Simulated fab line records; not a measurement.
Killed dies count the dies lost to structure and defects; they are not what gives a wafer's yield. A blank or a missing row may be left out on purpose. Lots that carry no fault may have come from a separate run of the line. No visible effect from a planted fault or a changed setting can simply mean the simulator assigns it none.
Chamber matching	flow n5 finfet	N5_HKMG_FIN_STRIP_90 on rie diel-01: 4 sister chambers
The step strips SOC in N2/H2, time 20 s. 4 wafers are shown with their chamber, then 9 later ones without.

WAFERS, EACH WITH ITS CHAMBER
wafer	chamber	showerhead plenum p Torr (Torr)
L088.3	3	3.44
L091.1	2	3.34
L091.5	1	3.29
L091.6	0	3.45

WAFERS WITH NO CHAMBER GIVEN
wafer	showerhead plenum p Torr (Torr)
L092.1	3.34
L092.2	3.43
L092.3	3.45
L094.2	3.45
L094.4	3.29
L094.6	3.43
L097.3	3.34
L097.4	3.43
L097.5	3.29

CHAMBER TAKEN BY EACH
wafer	from the rows above	in truth
L092.1	2	2
L092.2	can't be placed: 3 or 0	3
L092.3	can't be placed: 0 or 3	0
L094.2	can't be placed: 0 or 3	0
L094.4	1	1
L094.6	can't be placed: 3 or 0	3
L097.3	2	2
L097.4	can't be placed: 3 or 0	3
L097.5	1	1
Placed correctly: 4 of 9. Cannot be placed on the basis of these rows: 5; the candidates contain the true chamber in 5. Placed wrongly: 0.
How it was worked out, from the rows above alone: a wafer's distance from a chamber is the root of the sum, over the readings, of the square of ((its reading less the chamber's mean) divided by the reading's scatter). The wafer belongs to the nearest chamber; if the next one is less than 2 further off, it can't be placed. For every chamber, the mean is computed from those of its wafers that are shown. The scatter (one wafer shown for each chamber): square how far every hidden wafer sits from the nearest shown wafer, average those squares and take the square root.
